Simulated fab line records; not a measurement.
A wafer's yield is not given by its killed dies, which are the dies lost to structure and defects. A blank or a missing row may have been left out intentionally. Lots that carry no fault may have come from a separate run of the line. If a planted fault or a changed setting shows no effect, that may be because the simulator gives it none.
Matching of chambers ; flow n5Finfet ; 4 sister chambers for N5_BEOL_M4_STRIP_66 on rieDiel-04
The step strips in CF4. 8 wafers are shown with their chamber, then 11 later ones without.

## WAFERS WITH THEIR CHAMBER
wafer;chamber;throttleValvePct (%);showerheadPlenumPTorr (Torr)
L079.1;1;13.15;1.80
L079.5;1;13.15;1.80
L082.3;2;13.57;1.89
L082.4;2;13.57;1.89
L084.3;0;13.56;1.87
L084.4;3;13.03;1.93
L084.6;0;13.55;1.87
L085.1;3;13.05;1.92

## WAFERS WITHOUT THEIR CHAMBER
wafer;throttleValvePct (%);showerheadPlenumPTorr (Torr)
L085.3;13.60;1.89
L085.5;13.60;1.89
L088.1;13.20;1.80
L088.4;13.56;1.87
L088.5;13.20;1.80
L092.1;13.23;1.80
L092.2;13.64;1.88
L092.5;13.64;1.88
L094.2;13.60;1.87
L094.3;13.63;1.88
L094.6;13.61;1.87

## THE CHAMBER EACH PASSED THROUGH
wafer;from the rows above;in truth
L085.3;2;2
L085.5;2;2
L088.1;1;1
L088.4;0;0
L088.5;1;1
L092.1;1;1
L092.2;can't be placed: 2 or 0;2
L092.5;can't be placed: 2 or 0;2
L094.2;can't be placed: 0 or 2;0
L094.3;can't be placed: 2 or 0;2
L094.6;can't be placed: 0 or 2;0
Placed correctly: 6 of 11. From these rows, 5 cannot be placed; in 5 the true chamber is one of the candidates. 0 placed wrongly.
How it was worked out, from the rows above alone: a wafer's distance from a chamber is the root of the sum, over the readings, of the square of ((its reading less the chamber's mean) divided by the reading's scatter). The wafer belongs to the nearest chamber; if the next one is less than 2 further off, it can't be placed. For every chamber, the mean is computed from those of its wafers that are shown. How the scatter is found: for the shown wafers, subtract from each reading the mean of its chamber, square and add these, divide the total by (wafers less chambers), then take the root.
